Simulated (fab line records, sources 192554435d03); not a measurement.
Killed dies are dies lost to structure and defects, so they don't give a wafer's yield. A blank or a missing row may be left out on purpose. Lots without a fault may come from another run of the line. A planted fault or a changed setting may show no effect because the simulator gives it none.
A struck lot beside a sound one | flow n5_finfet | 36 steps out of a route of 1938
Sound: wafers L387.2, L387.3, L387.6. Struck: wafers L378.1, L378.4, L378.5. The cause comes at the end.
At each step with rows: each side's tool, then ch and its chambers, then its first start. Under that, the readings that differ: sound wafers | struck wafers | difference of the means | sigmas: that difference in standard deviations of wafers without a fault.
alike: readings whose means differ by less than 2 such deviations, and words and numbers that are the same on both sides. not compared: withheld readings, readings that some wafer has no value for, bounds like >300 that may hide the same value, and numbers for which the record gives no deviation and whose values overlap.
The two part at a step that has a row with sigmas, a row that says differs or no value, or rows on one side only. Numbers that don't overlap but have no deviation are shown without sigmas and don't part them. A reading that every wafer of one side lacks parts them only if that side has two wafers or more.

first, 9 steps without rows for these wafers: N5_MOL_CONTACT_COAG_COAT_02 (resist thk 30 nm); N5_MOL_CONTACT_COAG_EBR_04; N5_MOL_CONTACT_COAG_SOFTBAKE_03 (time 60 s); N5_MOL_CONTACT_COAG_EXPOSE_05 (exposes mask CA, defocus 0 nm); N5_MOL_CONTACT_COAG_PEB_06 (peb time 60 s); N5_MOL_CONTACT_COAG_DEVELOP_07 (develop time 30 s); N5_MOL_CONTACT_COAG_DESCUM_13 (chemistry O2, time 7 s); N5_MOL_CONTACT_COAG_ETCH_59 (etches underlayer in N2/H2, target depth 13 nm, time 10.4 s); N5_MOL_CONTACT_COAG_ETCH_105 (etches SiARC in CF4, target depth 15.6 nm, time 26 s).
N5_MOL_CONTACT_COAG_ETCH_106: etches SOC in N2/H2, target depth 80 nm, overetch 16 nm, time 120 s.
  sound on rie_diel-06 ch 2,3, day 10 15:01; struck on rie_diel-06 ch 0,1,2, day 8 03:52
  alike: chamber_pressure_mTorr, drypump_motor_current_A, oes_product_au, rf_fwd_power_W, rf_vpp_V, showerhead_plenum_p_Torr, throttle_valve_pct
  not compared: rf_hours_counter_h
then, 25 steps without rows for these wafers: N5_MOL_CONTACT_COAG_STRIP_107 (strips in N2/H2); N5_MOL_CONTACT_COAG_STRIP_108 (strips in N2/H2); N5_MOL_CONTACT_COAG_CONTACT_ETCH_14 (etches SiO2 in C4F6/O2, target depth 27.5 nm, overetch 8.5 nm, time 20 s); N5_MOL_CONTACT_COAG_STRIP_109 (strips in C4F6/O2); N5_MOL_CONTACT_COAG_ETCH_15 (etches SiNx in CH3F/O2, stops on Si:P, target depth 7 nm); N5_MOL_CONTACT_COAG_ETCH_110 (etches Si in CF4/O2, target depth 2.5 nm, time 8 s); N5_MOL_CONTACT_COAG_STRIP_98 (strips in N2/H2); N5_MOL_CONTACT_COAG_IMPLANT_129; N5_MOL_CONTACT_COAG_PRECLEAN_111 (cleans in NF3:NH3, afs cycles 1, time 20 s, sublimation time 60 s); N5_MOL_CONTACT_COAG_TI_SIL_19 (material Ti, target thk 4.2 nm, time 15 s); N5_MOL_CONTACT_COAG_ALD_20 (deposits TiN, target thk 1.5 nm, pulse time 1 s, purge time 3 s); N5_MOL_CONTACT_COAG_SIL_ANNEAL_21 (time 60 s); N5_MOL_CONTACT_COAG_PRE_CLEAN_141 (time 60 s); N5_MOL_CONTACT_COAG_SPUTTER_143 (material Co, target thk 2.5 nm); N5_MOL_CONTACT_COAG_CO_FILL_22 (material Co, precursor CCTBA/H2, target thk 20 nm); N5_MOL_CONTACT_COAG_ANNEAL_113 (time 300 s); N5_MOL_CONTACT_COAG_PRE_CLEAN_142 (time 60 s); N5_MOL_CONTACT_COAG_SPUTTER_130 (material Co, target thk 47.5 nm); N5_MOL_CONTACT_COAG_PRECLEAN_125 (cleans in DIW, time 57.5 s); N5_MOL_CONTACT_COAG_SRD_126 (dry time 32 s); N5_MOL_CONTACT_COAG_CMP_23 (polishes, stops on SiO2, t overpolish 1.5 s, target thk 0 nm); N5_MOL_CONTACT_COAG_WET_ETCH_26 (target Co, target depth 13 nm); N5_MOL_CONTACT_COAG_WET_ETCH_116 (etches the open film in SC1-inhibited, target depth 4.6 nm, rinse time 30 s); N5_MOL_CONTACT_COAG_ALD_27 (deposits SiOC, target thk 17 nm, pulse time 1.5 s, time 2720 s); N5_MOL_CONTACT_COAG_CMP_28 (polishes, stops on SiNx, t overpolish 0.85 s, target thk 14.522 nm).
-- the record jumps here: 9 days lie between the struck wafers' starts before and after (it left off in module MOL_CONTACT_COAG and takes up again in module PASSIVATION, whose first step shown is number 1936 of the route) --
N5_PASSIVATION_PROBE_49:
  the record has rows for the struck wafers here (prober-01, day 16 18:23) and none for the sound ones

WHERE THEY PART
Only at N5_PASSIVATION_PROBE_49, within this record.

WHY: what the simulator had put in
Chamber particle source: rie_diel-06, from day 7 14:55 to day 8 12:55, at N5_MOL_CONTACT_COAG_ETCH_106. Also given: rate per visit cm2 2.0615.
